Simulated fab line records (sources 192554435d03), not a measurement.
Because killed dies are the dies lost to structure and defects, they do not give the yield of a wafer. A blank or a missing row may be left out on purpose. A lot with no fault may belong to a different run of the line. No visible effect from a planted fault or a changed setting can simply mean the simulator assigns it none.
Chamber matching | flow n5-finfet | N5_BEOL_M2_STRIP_36 on rie-diel-06 has 4 sister chambers
The step strips in N2/H2. 4 wafers are shown with their chamber, then 7 later ones without.

== WAFERS WITH THEIR CHAMBER ==
wafer  | chamber | showerhead-plenum-p-Torr (Torr)
L085.1 | 2       | 2.45
L085.6 | 1       | 2.41
L083.1 | 3       | 2.57
L083.3 | 0       | 2.47

== WAFERS WITH NO CHAMBER GIVEN ==
wafer  | showerhead-plenum-p-Torr (Torr)
L083.4 | 2.41
L089.2 | 2.41
L089.3 | 2.44
L089.5 | 2.44
L097.2 | 2.46
L097.4 | 2.40
L097.5 | 2.40

== WHICH CHAMBER EACH WENT THROUGH ==
wafer  | from the rows above     | in truth
L083.4 | 1                       | 1
L089.2 | 1                       | 1
L089.3 | 2                       | 2
L089.5 | 2                       | 2
L097.2 | can't be placed: 2 or 0 | 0
L097.4 | 1                       | 1
L097.5 | 1                       | 1
Placed correctly: 6 of 7. Not placeable from these rows: 1 (in 1, the candidates include the true chamber). Number placed wrongly: 0.
How it was worked out, from the rows above alone: a wafer's distance from a chamber is the root of the sum, over the readings, of the square of ((its reading less the chamber's mean) divided by the reading's scatter). The wafer belongs to the nearest chamber; if the next one is less than 2 further off, it can't be placed. A chamber's mean is the mean of its shown wafers. The scatter (one wafer shown for each chamber): square how far every hidden wafer sits from the nearest shown wafer, average those squares and take the square root.
